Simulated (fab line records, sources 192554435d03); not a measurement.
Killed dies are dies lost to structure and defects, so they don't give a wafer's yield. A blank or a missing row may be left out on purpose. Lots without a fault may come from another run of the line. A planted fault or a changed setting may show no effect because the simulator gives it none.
Chamber matching | flow n5_finfet | N5_FIN_SAQP_ETCH_51 on rie_diel-02: 4 sister chambers
The step etches SiARC in CF4, target depth 45.5 nm, time 75.8 s. 8 wafers are shown with their chamber, then 7 later ones without.

WAFERS WITH THEIR CHAMBER
wafer  | chamber | throttle_valve_pct (%) | drypump_motor_current_A (A)
L077.3 | 0       | 15.37                  | 6.1
L077.4 | 2       | 15.69                  | 5.2
L077.5 | 0       | 15.36                  | 6.1
L079.3 | 3       | 15.32                  | 6.4
L081.2 | 3       | 15.31                  | 6.3
L081.5 | 1       | 15.87                  | 5.5
L082.1 | 2       | 15.70                  | 5.2
L082.4 | 1       | 15.88                  | 5.5

WAFERS WITHOUT THEIR CHAMBER
wafer  | throttle_valve_pct (%) | drypump_motor_current_A (A)
L082.6 | 15.36                  | 6.0
L089.1 | 15.91                  | 5.4
L089.3 | 15.36                  | 6.3
L089.4 | 15.73                  | 5.2
L092.1 | 15.91                  | 5.5
L092.3 | 15.36                  | 6.3
L092.6 | 15.37                  | 6.4

WHICH CHAMBER EACH WENT THROUGH
wafer  | from the rows above     | in truth
L082.6 | 0                       | 0
L089.1 | 1                       | 1
L089.3 | can't be placed: 0 or 3 | 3
L089.4 | 2                       | 2
L092.1 | 1                       | 1
L092.3 | can't be placed: 0 or 3 | 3
L092.6 | can't be placed: 3 or 0 | 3
Placed correctly: 4 of 7. Can't be placed from these rows: 3 (the true chamber is among the candidates in 3). Placed wrongly: 0.
How it was worked out, from the rows above alone: a wafer's distance from a chamber is the root of the sum, over the readings, of the square of ((its reading less the chamber's mean) divided by the reading's scatter). The wafer belongs to the nearest chamber; if the next one is less than 2 further off, it can't be placed. A chamber's mean is the mean of its shown wafers. The scatter: the root of (the sum of the squares of (reading less its chamber's mean) over the shown wafers, divided by (wafers less chambers)).
